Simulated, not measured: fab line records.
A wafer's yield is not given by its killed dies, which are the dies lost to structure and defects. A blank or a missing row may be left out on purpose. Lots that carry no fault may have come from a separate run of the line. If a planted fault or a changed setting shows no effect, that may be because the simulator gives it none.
Chamber matching || flow n5_finfet || N5_BEOL_M10_CURE_71 on uv_cure-01: 3 sister chambers
The step cures SiCOH lowk, time 240 s. 3 wafers are shown with their chamber, then 10 later ones without.

== EACH WAFER AND ITS CHAMBER ==
{"wafer": "L087.6", "chamber": 1, "wafer_temp_C_max": 387.3}
{"wafer": "L089.6", "chamber": 0, "wafer_temp_C_max": 386.2}
{"wafer": "L088.3", "chamber": 2, "wafer_temp_C_max": 386.4}

== WAFERS MISSING THEIR CHAMBER ==
{"wafer": "L088.5", "wafer_temp_C_max": 386.1}
{"wafer": "L096.2", "wafer_temp_C_max": 386.4}
{"wafer": "L096.5", "wafer_temp_C_max": 386.7}
{"wafer": "L096.6", "wafer_temp_C_max": 386.2}
{"wafer": "L097.1", "wafer_temp_C_max": 387.3}
{"wafer": "L097.3", "wafer_temp_C_max": 387.6}
{"wafer": "L097.6", "wafer_temp_C_max": 386.8}
{"wafer": "L095.2", "wafer_temp_C_max": 385.9}
{"wafer": "L095.3", "wafer_temp_C_max": 387.0}
{"wafer": "L095.6", "wafer_temp_C_max": 386.3}

== EACH ONE'S CHAMBER ==
{"wafer": "L088.5", "from the rows above": "can't be placed: 0 or 2", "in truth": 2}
{"wafer": "L096.2", "from the rows above": "can't be placed: 2 or 0", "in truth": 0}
{"wafer": "L096.5", "from the rows above": "can't be placed: 2 or 0 or 1", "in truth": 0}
{"wafer": "L096.6", "from the rows above": "can't be placed: 0 or 2", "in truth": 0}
{"wafer": "L097.1", "from the rows above": 1, "in truth": 1}
{"wafer": "L097.3", "from the rows above": 1, "in truth": 1}
{"wafer": "L097.6", "from the rows above": "can't be placed: 2 or 1 or 0", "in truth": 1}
{"wafer": "L095.2", "from the rows above": "can't be placed: 0 or 2", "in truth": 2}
{"wafer": "L095.3", "from the rows above": "can't be placed: 1 or 2", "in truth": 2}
{"wafer": "L095.6", "from the rows above": "can't be placed: 2 or 0", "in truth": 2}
Placed correctly: 2 of 10. Not placeable from these rows: 8 (in 8, the candidates include the true chamber). 0 placed wrongly.
How it was worked out, from the rows above alone: a wafer's distance from a chamber is the root of the sum, over the readings, of the square of ((its reading less the chamber's mean) divided by the reading's scatter). The wafer belongs to the nearest chamber; if the next one is less than 2 further off, it can't be placed. For every chamber, the mean is computed from those of its wafers that are shown. The scatter: root of mean squared gap, hidden wafer to nearest shown wafer, with one shown wafer a chamber.
